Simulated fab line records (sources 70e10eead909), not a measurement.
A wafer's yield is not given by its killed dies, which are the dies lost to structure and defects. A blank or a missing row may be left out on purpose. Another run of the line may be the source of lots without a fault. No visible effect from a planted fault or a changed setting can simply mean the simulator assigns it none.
Which tool is to blame? ; flow nand-harc ; 11 lots, 33 wafers sampled, at 5 steps of a route of 1302

== WHAT THE GAUGES SHOWED, per wafer ==
NHARC_A_CHANNEL_HOLE_D2_CD_MEAS_10: the cd target is 100 nm.
lot;measured;on;cd-nm (nm)
L940;day 12 15:41;cd-sem-03;99.9 100.3 99.0
L941;day 13 08:45;cd-sem-03;99.2 99.9 98.8
L942;day 13 14:50;cd-sem-01;100.8 100.2 100.1
L944;day 14 17:58;cd-sem-01;99.8 100.5 100.3
L947;day 15 22:26;cd-sem-01;99.0 99.3 99.5
L948;day 17 06:58;cd-sem-03;99.5 99.4 99.0
L949;day 17 06:48;cd-sem-03;101.2 100.8 100.5
L956;day 19 18:40;cd-sem-03;95.0 94.9 94.9
L957;day 20 00:25;cd-sem-02;95.7 95.7 95.8
L963;day 22 18:58;cd-sem-02;99.5 99.4 99.9
L962;day 22 19:22;cd-sem-03;99.7 100.5 100.7

NHARC_A_CHANNEL_HOLE_D2_CD_MEAS_31.
lot;measured;on;cd-nm (nm)
L940;day 13 00:50;cd-sem-01;90.0 88.4 87.3
L941;day 13 15:50;cd-sem-02;87.6 87.1 87.1
L942;day 13 21:43;cd-sem-02;92.5 93.0 89.6
L944;day 15 02:29;cd-sem-02;91.1 89.7 91.0
L947;day 16 05:19;cd-sem-01;88.6 89.2 88.0
L948;day 17 15:31;cd-sem-01;87.8 91.4 90.9
L949;day 17 14:38;cd-sem-02;88.6 90.2 91.0
L956;day 20 03:45;cd-sem-01;85.1 84.2 85.0
L957;day 20 15:53;cd-sem-01;84.1 84.3 84.4
L963;day 23 01:52;cd-sem-02;89.0 87.1 91.2
L962;day 23 02:15;cd-sem-03;90.7 87.9 91.3

== WHAT TOOL EACH LOT RAN ON (gives the tool, then ch and the chambers of the sampled wafers, and finally the start) ==
lot;NHARC_A_DECK1_JOINT_DEP_16;NHARC_A_CHANNEL_HOLE_D2_PEB_08;NHARC_A_CHANNEL_HOLE_D2_ETCH_27
L940;pecvd-03 ch 0,1,2, day 11 21:12;litho-track-04 ch 0, day 12 15:36;har-etch-02 ch 0,1, day 12 23:18
L941;pecvd-03 ch 0,1,2, day 12 16:35;litho-track-04 ch 0, day 13 08:40;har-etch-01 ch 1, day 13 14:08
L942;pecvd-04 ch 0,1,2, day 12 22:11;litho-track-04 ch 0, day 13 14:46;har-etch-02 ch 0,1, day 13 20:14
L944;pecvd-04 ch 1,2, day 14 02:00;litho-track-04 ch 0, day 14 17:53;har-etch-01 ch 0, day 15 00:56
L947;pecvd-03 ch 1,2, day 15 03:10;litho-track-01 ch 0, day 15 22:22;har-etch-02 ch 0,1, day 16 03:47
L948;pecvd-02 ch 1,2, day 15 21:11;litho-track-04 ch 0, day 17 06:53;har-etch-02 ch 0,1, day 17 13:59
L949;pecvd-03 ch 0,1, day 16 02:09;litho-track-06 ch 0, day 17 06:43;har-etch-01 ch 0,1, day 17 13:07
L956;pecvd-02 ch 0,2, day 19 00:23;litho-track-04 ch 0, day 19 18:35;har-etch-01 ch 1, day 20 02:13
L957;pecvd-02 ch 0,1,2, day 19 08:25;litho-track-04 ch 0, day 20 00:20;har-etch-01 ch 0,1, day 20 14:24
L963;pecvd-04 ch 0,1, day 22 02:33;litho-track-01 ch 0, day 22 18:53;har-etch-01 ch 0,1, day 23 00:17
L962;pecvd-03 ch 0,2, day 22 02:34;litho-track-06 ch 0, day 22 19:17;har-etch-02 ch 0,1, day 23 00:41
- NHARC_A_DECK1_JOINT_DEP_16: deposits SiO2, target thk 45 nm.
- NHARC_A_CHANNEL_HOLE_D2_PEB_08: peb time 65 s.
- NHARC_A_CHANNEL_HOLE_D2_ETCH_27: etches the open film in C4F8/O2/Ar, time 90 s, target depth 400 nm.

== WHAT THE TOOLS THEMSELVES READ (means of the sampled wafers that have a number; where no wafer has one, the mark that the record gives instead) ==
NHARC_A_DECK1_JOINT_DEP_16.
lot;tool;heater-power-w (W);throttle-valve-pct (%)
L940;pecvd-03;531;15.7
L941;pecvd-03;552;15.8
L942;pecvd-04;481;16.5
L944;pecvd-04;460;15.9
L947;pecvd-03;610;15.8
L948;pecvd-02;495;15.4
L949;pecvd-03;501;16.4
L956;pecvd-02;454;15.3
L957;pecvd-02;461;15.6
L963;pecvd-04;449;17.3
L962;pecvd-03;430;16.1

NHARC_A_CHANNEL_HOLE_D2_PEB_08.
lot;tool;heater-power-total-W (W)
L940;litho-track-04;156.3
L941;litho-track-04;157.2
L942;litho-track-04;156.2
L944;litho-track-04;156.4
L947;litho-track-01;156.4
L948;litho-track-04;156.4
L949;litho-track-06;156.3
L956;litho-track-04;172.0
L957;litho-track-04;172.3
L963;litho-track-01;156.2
L962;litho-track-06;156.7

NHARC_A_CHANNEL_HOLE_D2_ETCH_27.
lot;tool;drypump-motor-current-A (A);showerhead-plenum-p-Torr (Torr);throttle-valve-pct (%)
L940;har-etch-02;6.4;3.62;27.625
L941;har-etch-01;4.8;3.71;27.609
L942;har-etch-02;6.4;3.53;27.607
L944;har-etch-01;6.3;3.73;27.616
L947;har-etch-02;6.4;3.52;27.616
L948;har-etch-02;6.4;3.87;27.615
L949;har-etch-01;5.3;3.69;27.622
L956;har-etch-01;4.8;3.66;27.615
L957;har-etch-01;5.8;3.68;27.626
L963;har-etch-01;5.3;3.65;27.620
L962;har-etch-02;6.4;3.83;27.614

== THE ANSWER, worked out from the rows above alone ==
Rule: usual is defined by the lots themselves. Put in order of their means at a reading, lots are off if they are a third of the lots or fewer, leave a main group of 4 or more, and stand apart from it by a gap of 3 or more times the standard deviation of the main group's means; of several such gaps the widest counts. If all means in a main group match to the digits the tables above print for the reading, that group is not used. A lot without any number at a reading at which 4 lots or more have one is off too. Where the step has rows for the other lots, those lots are counted as sound. The gauges are gone through in route order, then the tools' own readings, and for those a lot's mean is taken as printed above. The first step at which some lot is off is used, and at that step the reading that is off furthest; a lot without a number counts as furthest.
Off at NHARC_A_CHANNEL_HOLE_D2_CD_MEAS_10 (cd-nm): L956, L957. For the main group the mean is 99.9 nm and the standard deviation 0.53.
If a tool, at a process step before that reading, ran all the lots that are off and no sound lot after the first of them, it fits. The gauges at NHARC_A_CHANNEL_HOLE_D2_CD_MEAS_10 aren't tried: what is off there is off at NHARC_A_CHANNEL_HOLE_D2_PEB_08 too, on other tools, and a gauge's error can't cause that. 2 tools fit, pecvd-02 at NHARC_A_DECK1_JOINT_DEP_16 and litho-track-04 at NHARC_A_CHANNEL_HOLE_D2_PEB_08, so this cannot tell which one it is.

== WHAT THE SIMULATOR PUT IN ==
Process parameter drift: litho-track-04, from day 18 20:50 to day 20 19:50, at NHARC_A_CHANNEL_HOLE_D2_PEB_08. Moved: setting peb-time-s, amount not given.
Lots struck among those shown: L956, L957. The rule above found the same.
